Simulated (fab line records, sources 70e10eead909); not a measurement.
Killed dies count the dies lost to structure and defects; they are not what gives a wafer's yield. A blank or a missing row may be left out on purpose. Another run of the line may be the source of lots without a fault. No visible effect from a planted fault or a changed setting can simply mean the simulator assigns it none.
Matching of chambers || flow nand_harc || NHARC_P_BONDPAD_CMP_32 on cmp-02: 4 sister chambers
The step polishes SiCN, target thk 200 nm. 8 wafers are shown with their chamber, then 12 later ones without.

== WAFERS WITH THEIR CHAMBER ==
{"wafer": "L083.5", "chamber": 1, "motor_current_A (A)": 10.5, "slurry_flow_ml_min": 149.5}
{"wafer": "L084.2", "chamber": 0, "motor_current_A (A)": 13.6, "slurry_flow_ml_min": 150.4}
{"wafer": "L084.4", "chamber": 2, "motor_current_A (A)": 11.5, "slurry_flow_ml_min": 149.8}
{"wafer": "L085.2", "chamber": 2, "motor_current_A (A)": 11.0, "slurry_flow_ml_min": 150.6}
{"wafer": "L085.6", "chamber": 0, "motor_current_A (A)": 13.0, "slurry_flow_ml_min": 150.3}
{"wafer": "L088.1", "chamber": 1, "motor_current_A (A)": 10.7, "slurry_flow_ml_min": 149.5}
{"wafer": "L088.3", "chamber": 3, "motor_current_A (A)": 12.7, "slurry_flow_ml_min": 149.9}
{"wafer": "L088.6", "chamber": 3, "motor_current_A (A)": 13.0, "slurry_flow_ml_min": 149.9}

== WAFERS WITH NO CHAMBER GIVEN ==
{"wafer": "L090.1", "motor_current_A (A)": 11.3, "slurry_flow_ml_min": 150.9}
{"wafer": "L090.4", "motor_current_A (A)": 10.3, "slurry_flow_ml_min": 149.8}
{"wafer": "L090.5", "motor_current_A (A)": 11.4, "slurry_flow_ml_min": 150.4}
{"wafer": "L093.1", "motor_current_A (A)": 11.6, "slurry_flow_ml_min": 150.2}
{"wafer": "L093.3", "motor_current_A (A)": 10.2, "slurry_flow_ml_min": 150.2}
{"wafer": "L093.4", "motor_current_A (A)": 13.6, "slurry_flow_ml_min": 149.5}
{"wafer": "L096.1", "motor_current_A (A)": 10.8, "slurry_flow_ml_min": 149.8}
{"wafer": "L096.2", "motor_current_A (A)": 12.8, "slurry_flow_ml_min": 150.0}
{"wafer": "L096.6", "motor_current_A (A)": 10.1, "slurry_flow_ml_min": 148.8}
{"wafer": "L097.1", "motor_current_A (A)": 11.1, "slurry_flow_ml_min": 150.0}
{"wafer": "L097.2", "motor_current_A (A)": 10.0, "slurry_flow_ml_min": 149.0}
{"wafer": "L097.4", "motor_current_A (A)": 13.5, "slurry_flow_ml_min": 149.8}

== WHICH CHAMBER EACH WENT THROUGH ==
{"wafer": "L090.1", "from the rows above": 2, "in truth": 2}
{"wafer": "L090.4", "from the rows above": "can't be placed: 1 or 2", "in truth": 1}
{"wafer": "L090.5", "from the rows above": 2, "in truth": 2}
{"wafer": "L093.1", "from the rows above": 2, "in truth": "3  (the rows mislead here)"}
{"wafer": "L093.3", "from the rows above": "can't be placed: 1 or 2", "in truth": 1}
{"wafer": "L093.4", "from the rows above": "can't be placed: 3 or 0", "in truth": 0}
{"wafer": "L096.1", "from the rows above": "can't be placed: 1 or 2", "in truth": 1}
{"wafer": "L096.2", "from the rows above": "can't be placed: 3 or 0", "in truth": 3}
{"wafer": "L096.6", "from the rows above": 1, "in truth": 1}
{"wafer": "L097.1", "from the rows above": "can't be placed: 2 or 1", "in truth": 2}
{"wafer": "L097.2", "from the rows above": 1, "in truth": 1}
{"wafer": "L097.4", "from the rows above": "can't be placed: 0 or 3", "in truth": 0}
Correct placement for 4 of the 12. These rows do not allow placing 7 (true chamber among the candidates in 7). Number placed wrongly: 1.
How it was worked out, from the rows above alone: a wafer's distance from a chamber is the root of the sum, over the readings, of the square of ((its reading less the chamber's mean) divided by the reading's scatter). If the next closest chamber is less than 2 further off than the closest, the wafer can't be placed; otherwise it belongs to the closest. The mean given for a chamber averages the wafers shown for that chamber. How the scatter is found: for the shown wafers, subtract from each reading the mean of its chamber, square and add these, divide the total by (wafers less chambers), then take the root.
